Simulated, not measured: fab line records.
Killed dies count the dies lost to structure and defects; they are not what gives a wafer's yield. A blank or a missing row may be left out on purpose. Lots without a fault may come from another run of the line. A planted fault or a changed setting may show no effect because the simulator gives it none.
Struck lot and sound lot, side by side / flow n5Finfet / 33 out of 1938 route steps
Sound: these wafers, L377.1, L377.5, L377.6. The struck wafers were L379.2, L379.3, L379.5. The cause comes at the end.
For every step that has rows: the tool of each side, followed by ch and its chambers, followed by its first start. Under that, the readings that differ: sound wafers / struck wafers / difference of the means / sigmas: that difference in standard deviations of wafers without a fault.
alike: words and numbers the same on both sides, and readings whose means are apart by under 2 such deviations; not compared: readings that were withheld, readings missing a value for some wafer, numbers with overlapping values and no deviation given by the record, and bounds like >300 which may hide the same value.
Wherever a step has rows on one side only, a row that says differs or no value, or a row with sigmas, the two part there. Non-overlapping numbers with no deviation appear without sigmas and do not part them. A reading that every wafer of one side lacks parts them only if that side has two wafers or more.

first, 11 steps without rows for these wafers: N5_GATE_CUT_SRD_32 (time 30 s); N5_GATE_CUT_SAC_CAP_01 (material SiNx, target thk 24 nm, pulse time 1 s, ald cycles 480); N5_GATE_CUT_PECVD_57 (deposits SiNx from SiH4/NH3/N2, target thk 21 nm); N5_GATE_CUT_CMP_02 (polishes, stops on SiO2, t overpolish 12.7 s, target thk 0 nm); N5_GATE_CUT_HM_DEP_46 (deposits SiO2 from TEOS/O2, target thk 130 nm, time 26.6 s); N5_GATE_CUT_COAT_34 (time 60 s, resist thk 60 nm); N5_GATE_CUT_COAT_35 (time 60 s, resist thk 10 nm); N5_GATE_CUT_COAT_27 (time 60 s, resist thk 10 nm); N5_GATE_CUT_COAT_07 (resist thk 30 nm); N5_GATE_CUT_EBR_09; N5_GATE_CUT_SOFTBAKE_08 (time 60 s).
N5_GATE_CUT_EXPOSE_10: exposes mask GATE CUT, target cd 20 nm.
  sound on euvScanner-02 ch 0, day 5 11:32; struck on euvScanner-02 ch 0, day 5 18:44
reading=exposureDoseMJCm2; sound=43.16 43.13 43.18; struck=56.14 56.10 56.10; difference=+12.96; sigmas=+99 or more
reading=reticleTempC (C); sound=22.80 22.80 22.69; struck=22.99 23.06 23.04; difference=+0.27; sigmas=+2
  alike: mask
then, 2 steps without rows for these wafers: N5_GATE_CUT_PEB_11 (peb time 60 s); N5_GATE_CUT_DEVELOP_12 (develop time 30 s).
N5_GATE_CUT_CD_MEAS_13 targets a cd of 20 nm.
  sound on cdSem-01 ch 0, day 5 11:40; struck on cdSem-02 ch 0, day 5 18:51
reading=cdNm (nm); sound=20.13 20.15 20.11; struck=24.89 25.43 24.79; difference=+4.91; sigmas=+17
N5_GATE_CUT_OVL_MEAS_14:
  sound on overlay-02 ch 0, day 5 11:41; struck on overlay-02 ch 0, day 5 18:53
  alike: GATE_CUT_OVL
N5_GATE_CUT_INSPECT_15: inspects for defects (brightfield).
  sound: defectInspect-01 at day 5 11:45; struck: defectInspect-01 at day 5 18:56
  alike: rawDefectCount
N5_GATE_CUT_DESCUM_18: chemistry O2, time 7 s.
  sound on rieDiel-01 ch 0,3, day 5 11:47; struck on rieDiel-03 ch 0,1, day 5 18:58
reading=model.GATE_CUT.cdNm (nm); sound=20 20.2 20.2; struck=25 25.4 25; difference=+5; sigmas=
  alike: drypumpMotorCurrentA, oesProductAu, rfVppV, showerheadPlenumPTorr, throttleValvePct
  not compared: rfHoursCounterH
then, 2 steps without rows for these wafers: N5_GATE_CUT_ETCH_28 (etches underlayer in N2/H2, target depth 13 nm, time 10.4 s); N5_GATE_CUT_ETCH_36 (etches SiARC in CF4, target depth 13 nm, time 21.7 s).
N5_GATE_CUT_ETCH_37: etches SOC in N2/H2, target depth 60 nm, overetch 12 nm, time 90 s.
  sound on rieDiel-01 ch 0,3, day 5 11:52; struck on rieDiel-03 ch 0,1, day 5 19:03
  alike: drypumpMotorCurrentA, oesProductAu, rfVppV, showerheadPlenumPTorr, throttleValvePct
  not compared: rfHoursCounterH
then, 2 steps without rows for these wafers: N5_GATE_CUT_STRIP_38 (strips in N2/H2); N5_GATE_CUT_STRIP_39 (strips in N2/H2).
N5_GATE_CUT_HM_OPEN_40: chemistry C4F6/O2, target SiO2, target depth 139 nm, time 85.1 s.
  sound on rieDiel-01 ch 0,3, day 5 11:57; struck on rieDiel-03 ch 0,1, day 5 19:08
  alike: drypumpMotorCurrentA, etchRfOnTimeS, oesProductAu, rfVppV, showerheadPlenumPTorr, throttleValvePct
  not compared: rfHoursCounterH
N5_GATE_CUT_STRIP_41: strips in CF4.
  sound on rieDiel-01 ch 0,3, day 5 12:01; struck on rieDiel-03 ch 0,1, day 5 19:12
  alike: drypumpMotorCurrentA, oesProductAu, rfVppV, showerheadPlenumPTorr, throttleValvePct
  not compared: rfHoursCounterH
N5_GATE_CUT_STRIP_42: strips in O2.
  sound on rieDiel-01 ch 0,3, day 5 12:02; struck on rieDiel-03 ch 0,1, day 5 19:13
  alike: drypumpMotorCurrentA, oesProductAu, rfVppV, showerheadPlenumPTorr, throttleValvePct
  not compared: rfHoursCounterH
then, 2 steps without rows for these wafers: N5_GATE_CUT_ETCH_19 (etches SiNx in CH3F/O2, target depth 53.7 nm, time 76.7 s); N5_GATE_CUT_CUT_ETCH_53 (etches W in SF6/Cl2, target depth 79.2 nm).
N5_GATE_CUT_CUT_ETCH_54: etches TiN in Cl2/BCl3, target depth 96.7 nm.
  sound on rieMetal-02 ch 0,1, day 5 12:14; struck on rieMetal-02 ch 0,1, day 5 19:26
  alike: drypumpMotorCurrentA, etchRfOnTimeS, heBacksideLeakSccm, oesProductAu, throttleValvePct
  not compared: rfHoursCounterH
then, 1 step without rows for these wafers: N5_GATE_CUT_CUT_ETCH_55 (etches HfO2 in BCl3, target depth 3.2 nm).
N5_GATE_CUT_ETCH_47: etches SiO2 in Cl2/BCl3, target depth 10 nm.
  sound on rieMetal-02 ch 0,1, day 5 12:19; struck on rieMetal-02 ch 0,1, day 5 19:31
reading=model.GATE_CUT.cdNm (nm); sound=20.4 20.4 20.2; struck=25.4 25.4 25.6; difference=+5.1; sigmas=
  alike: drypumpMotorCurrentA, heBacksideLeakSccm, oesProductAu, throttleValvePct
  not compared: rfHoursCounterH
then, 1 step without rows for these wafers: N5_GATE_CUT_VAPOR_ETCH_48 (etches TiN in BCl3/Cl2).
N5_BEOL_M4_RC_MEAS_101:
  the record has rows for the sound wafers here (prober-01 ch 0, day 8 11:36) and none for the struck ones

## WHERE THEY PART
Last at N5_BEOL_M4_RC_MEAS_101 as far as this record goes, first at N5_GATE_CUT_EXPOSE_10.

WHY: whatever the simulator had introduced
Drift in process parameters on euvScanner-02 at N5_GATE_CUT_EXPOSE_10, starting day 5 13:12. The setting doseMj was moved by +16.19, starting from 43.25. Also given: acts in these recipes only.
